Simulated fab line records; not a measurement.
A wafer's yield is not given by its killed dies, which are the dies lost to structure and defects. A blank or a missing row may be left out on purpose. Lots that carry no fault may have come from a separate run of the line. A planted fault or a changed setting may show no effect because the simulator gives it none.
Matching of chambers || flow n5 finfet || rie diel-06 running N5_GATE_CUT_DESCUM_18: 4 sister chambers
The step chemistry O2, time 7 s. 4 wafers are shown with their chamber, then 8 later ones without.

== WAFERS WITH THEIR CHAMBER ==
{"wafer": "L074.5", "chamber": 0, "showerhead plenum p Torr (Torr)": 2.16}
{"wafer": "L083.1", "chamber": 3, "showerhead plenum p Torr (Torr)": 2.03}
{"wafer": "L083.2", "chamber": 2, "showerhead plenum p Torr (Torr)": 2.21}
{"wafer": "L088.2", "chamber": 1, "showerhead plenum p Torr (Torr)": 1.95}

== WAFERS WITHOUT THEIR CHAMBER ==
{"wafer": "L088.3", "showerhead plenum p Torr (Torr)": 2.21}
{"wafer": "L088.5", "showerhead plenum p Torr (Torr)": 2.15}
{"wafer": "L094.1", "showerhead plenum p Torr (Torr)": 2.21}
{"wafer": "L094.2", "showerhead plenum p Torr (Torr)": 2.02}
{"wafer": "L094.5", "showerhead plenum p Torr (Torr)": 2.20}
{"wafer": "L097.2", "showerhead plenum p Torr (Torr)": 2.20}
{"wafer": "L097.4", "showerhead plenum p Torr (Torr)": 2.21}
{"wafer": "L097.5", "showerhead plenum p Torr (Torr)": 2.21}

== WHICH CHAMBER EACH ONE RAN IN ==
{"wafer": "L088.3", "from the rows above": 2, "in truth": 2}
{"wafer": "L088.5", "from the rows above": 0, "in truth": 0}
{"wafer": "L094.1", "from the rows above": 2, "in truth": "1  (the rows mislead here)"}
{"wafer": "L094.2", "from the rows above": 3, "in truth": 3}
{"wafer": "L094.5", "from the rows above": 2, "in truth": 2}
{"wafer": "L097.2", "from the rows above": 2, "in truth": 2}
{"wafer": "L097.4", "from the rows above": 2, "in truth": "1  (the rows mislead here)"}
{"wafer": "L097.5", "from the rows above": 2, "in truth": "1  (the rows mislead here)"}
5 of 8 placed correctly. From these rows, 0 cannot be placed. Wrongly placed: 3.
How it was worked out, from the rows above alone: a wafer's distance from a chamber is the root of the sum, over the readings, of the square of ((its reading less the chamber's mean) divided by the reading's scatter). If the next closest chamber is less than 2 further off than the closest, the wafer can't be placed; otherwise it belongs to the closest. For every chamber, the mean is computed from those of its wafers that are shown. The scatter (one wafer shown for each chamber): square how far every hidden wafer sits from the nearest shown wafer, average those squares and take the square root.
